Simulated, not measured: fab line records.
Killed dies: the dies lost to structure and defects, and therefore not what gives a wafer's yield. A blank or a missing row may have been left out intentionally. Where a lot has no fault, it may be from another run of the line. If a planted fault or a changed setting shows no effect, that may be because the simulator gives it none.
Code-filled problem report in 8D (eight disciplines) form / flow n5-finfet / the parts of the form that need people (team, actions taken, sign-off) are left out

1. PROBLEM STATEMENT
Wafers without a fault read 29.2 s, standard deviation 0.97; barrier-field-endpoint-s at N5_BEOL_M11_CMP_52 reads a mean of 21.9 s on 2 wafers belonging to 2 lots. That puts it -7.5 standard deviations away from the usual mean.
The step: polishes, stops on SiCOH lowk, t overpolish 7 s, target thk 140 nm.
The first sign was on wafer L817.2 at day 14 11:22, on cmp-01. The record holds 28 wafers of 10 lots with a number at this step. Rule for "out", or "out of limits": more than 4 standard deviations from the usual mean. All remaining wafers that have a number are taken as sound.

2. WHAT IT IS, WHAT IT ISN'T
question=which readings at this step | is=barrier-field-endpoint-s | is not=head-pressure-psi, motor-current-A
question=which lots | is=L817, L819 | is not=L802, L803, L804, L809, L813, L822, L823, L825
question=which wafers of those lots | is=L817.2, L819.6 | is not=L817.4, L819.5
question=read on which tools | is=cmp-01, cmp-02 | is not=cmp-03
question=when | is=from day 14 11:22 | is not=up to then (16 sound wafers); but 10 sound wafers of L819, L822, L823, L825 came after

3. THE SUSPECTS, EACH WITH WHAT RULES IT OUT
Counting: if a tool at a process step up to the reading ran every lot that is out, it stays a suspect. Sound lots after the first of them don't rule it out here, since some wafers of a struck lot are sound.
- pecvd-03 at N5_BEOL_M11_PECVD_70 (deposits SiO2 from TEOS/O2, target thk 20 nm, time 22.7 s): kept. Ran every lot that is out, first one L817 (day 14 02:02); last sound lot up to then L809 (day 11 21:37).
- ald-metal-04 at N5_BEOL_M11_ALD_74 (deposits TaN, target thk 2 nm, pulse time 2 s, purge time 3 s): kept. It ran every lot that is out, first L817 (day 14 09:46).
- Within ald-metal-04 at N5_BEOL_M11_ALD_74: the wafers that are out ran in chambers 1, 3; their sound lot-mates ran in chambers 0, 2.
What counting leaves: pecvd-03 at N5_BEOL_M11_PECVD_70 and ald-metal-04 at N5_BEOL_M11_ALD_74.

4. THE CAUSE (what the simulator had put in)
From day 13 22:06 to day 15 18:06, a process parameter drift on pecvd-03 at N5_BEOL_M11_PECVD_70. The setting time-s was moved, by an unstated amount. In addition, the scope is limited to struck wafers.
Of the 2 suspects that counting leaves, this tool is one.

5. THE EFFECT CHAIN, in route order
One row per reading whose mean, taken over the struck wafers that have a number, lies over 3 standard deviations from the usual. Scope: only readings with a usual standard deviation given in the record; hours: median across lots of the time from each lot's start at the first step in this table that gives one to its start at this step; sigmas: change in usual standard deviations.
hours=0; step=N5_BEOL_M11_CMP_52; reading=barrier-field-endpoint-s; usual=29.2 s; on struck wafers=21.9; change=-7.2; sigmas=-7.5
Here are the process steps it includes:
- N5_BEOL_M11_CMP_52: polishes, stops on SiCOH lowk, t overpolish 7 s, target thk 140 nm.

6. HOW IT WOULD HAVE BEEN CAUGHT EARLIER
In this record no reading fell out of limits until day 14 11:22, 13 hours after the fault had begun at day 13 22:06.
Tool readings at N5_BEOL_M11_PECVD_70 with a usual standard deviation given in the record: none out on any struck wafer, hence no alarm at a limit of 4 standard deviations on them.
By day 14 11:22, every lot that is out (2) had started N5_BEOL_M11_PECVD_70 on pecvd-03. Holding the tool at that point would not have protected any of them.
